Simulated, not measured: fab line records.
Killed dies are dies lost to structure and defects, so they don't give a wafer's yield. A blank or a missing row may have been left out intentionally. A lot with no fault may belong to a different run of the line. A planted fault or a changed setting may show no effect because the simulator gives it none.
Chamber matching :: flow nand_harc :: pecvd-04 running NHARC_A_STAIRCASE_DEP_417: 3 sister chambers
The step deposits Si3N4, target thk 60 nm. 16 wafers are shown with their chamber, then 8 later ones without.

## WAFERS, EACH WITH ITS CHAMBER
wafer: L076.1
chamber: 0
heater_power_w (W): 693
rf_fwd_power_W (W): 450.3

wafer: L076.2
chamber: 1
heater_power_w (W): 660
rf_fwd_power_W (W): 447.1

wafer: L076.4
chamber: 1
heater_power_w (W): 647
rf_fwd_power_W (W): 450.9

wafer: L082.4
chamber: 0
heater_power_w (W): 742
rf_fwd_power_W (W): 449.6

wafer: L082.5
chamber: 2
heater_power_w (W): 731
rf_fwd_power_W (W): 447.7

wafer: L082.6
chamber: 1
heater_power_w (W): 706
rf_fwd_power_W (W): 449.0

wafer: L085.2
chamber: 1
heater_power_w (W): 713
rf_fwd_power_W (W): 448.2

wafer: L085.3
chamber: 0
heater_power_w (W): 717
rf_fwd_power_W (W): 453.5

wafer: L085.6
chamber: 1
heater_power_w (W): 692
rf_fwd_power_W (W): 448.9

wafer: L088.2
chamber: 1
heater_power_w (W): 718
rf_fwd_power_W (W): 452.0

wafer: L088.4
chamber: 1
heater_power_w (W): 738
rf_fwd_power_W (W): 451.3

wafer: L088.5
chamber: 0
heater_power_w (W): 690
rf_fwd_power_W (W): 447.4

wafer: L091.2
chamber: 1
heater_power_w (W): 742
rf_fwd_power_W (W): 450.0

wafer: L091.3
chamber: 2
heater_power_w (W): 745
rf_fwd_power_W (W): 448.8

wafer: L091.6
chamber: 2
heater_power_w (W): 735
rf_fwd_power_W (W): 447.9

wafer: L093.2
chamber: 0
heater_power_w (W): 676
rf_fwd_power_W (W): 449.0

SIGNATURES (averages over the wafers above)
reading: heater_power_w
chamber 0: 703.60
chamber 1: 702.00
chamber 2: 737.00
scatter within a chamber: 29.1

reading: rf_fwd_power_W
chamber 0: 449.960
chamber 1: 449.675
chamber 2: 448.133
scatter within a chamber: 1.76
Rule: a wafer lies at a distance from a chamber equal to the root of the sum of squares, over the readings, of (its reading less the chamber's mean, divided by the reading's scatter). If the next closest chamber is less than 2 further off than the closest, the wafer can't be placed; otherwise it belongs to the closest. The scatter: the root of (the sum of the squares of (reading less its chamber's mean) over the shown wafers, divided by (wafers less chambers)).

## WAFERS WITHOUT THEIR CHAMBER
wafer: L093.3
heater_power_w (W): 739
rf_fwd_power_W (W): 450.2

wafer: L093.6
heater_power_w (W): 724
rf_fwd_power_W (W): 449.6

wafer: L096.2
heater_power_w (W): 606
rf_fwd_power_W (W): 446.8

wafer: L096.4
heater_power_w (W): 745
rf_fwd_power_W (W): 448.9

wafer: L096.6
heater_power_w (W): 612
rf_fwd_power_W (W): 450.9

wafer: L095.2
heater_power_w (W): 734
rf_fwd_power_W (W): 448.4

wafer: L095.4
heater_power_w (W): 748
rf_fwd_power_W (W): 446.4

wafer: L095.5
heater_power_w (W): 723
rf_fwd_power_W (W): 449.6

## EACH ONE'S CHAMBER
wafer: L093.3
from the rows above: can't be placed: 2 or 0 or 1
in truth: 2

wafer: L093.6
from the rows above: can't be placed: 0 or 1 or 2
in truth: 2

wafer: L096.2
from the rows above: can't be placed: 1 or 0 or 2
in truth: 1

wafer: L096.4
from the rows above: can't be placed: 2 or 1 or 0
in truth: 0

wafer: L096.6
from the rows above: can't be placed: 1 or 0 or 2
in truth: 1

wafer: L095.2
from the rows above: can't be placed: 2 or 1 or 0
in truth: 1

wafer: L095.4
from the rows above: can't be placed: 2 or 1 or 0
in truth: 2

wafer: L095.5
from the rows above: can't be placed: 0 or 1 or 2
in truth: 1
Placed correctly: 0 of 8. From these rows, 8 cannot be placed; in 8 the true chamber is one of the candidates. Placed wrongly: 0.
